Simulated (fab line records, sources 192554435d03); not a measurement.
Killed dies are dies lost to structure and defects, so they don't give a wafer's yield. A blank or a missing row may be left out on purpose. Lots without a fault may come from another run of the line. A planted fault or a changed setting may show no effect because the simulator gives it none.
Chamber matching | flow n5_finfet | N5_BEOL_M5_STRIP_36 on rie_diel-04: 4 sister chambers
The step strips in N2/H2. 4 wafers are shown with their chamber, then 10 later ones without.

WAFERS WITH THEIR CHAMBER
wafer  | chamber | showerhead_plenum_p_Torr (Torr)
L081.3 | 0       | 2.50
L083.6 | 1       | 2.33
L084.1 | 2       | 2.57
L084.3 | 3       | 2.41

WAFERS WITHOUT THEIR CHAMBER
wafer  | showerhead_plenum_p_Torr (Torr)
L084.5 | 2.41
L085.1 | 2.41
L085.3 | 2.32
L085.4 | 2.32
L091.2 | 2.56
L091.5 | 2.40
L091.6 | 2.56
L096.3 | 2.49
L096.4 | 2.31
L096.6 | 2.49

WHICH CHAMBER EACH WENT THROUGH
wafer  | from the rows above | in truth
L084.5 | 3                   | 3
L085.1 | 3                   | 3
L085.3 | 1                   | 1
L085.4 | 1                   | 1
L091.2 | 2                   | 2
L091.5 | 3                   | 3
L091.6 | 2                   | 2
L096.3 | 0                   | 0
L096.4 | 1                   | 1
L096.6 | 0                   | 0
Placed correctly: 10 of 10. Can't be placed from these rows: 0. Placed wrongly: 0.
How it was worked out, from the rows above alone: a wafer's distance from a chamber is the root of the sum, over the readings, of the square of ((its reading less the chamber's mean) divided by the reading's scatter). The wafer belongs to the nearest chamber; if the next one is less than 2 further off, it can't be placed. A chamber's mean is the mean of its shown wafers. The scatter: with one shown wafer a chamber, the root of the mean of the squares of how far each hidden wafer lies from its nearest shown one.
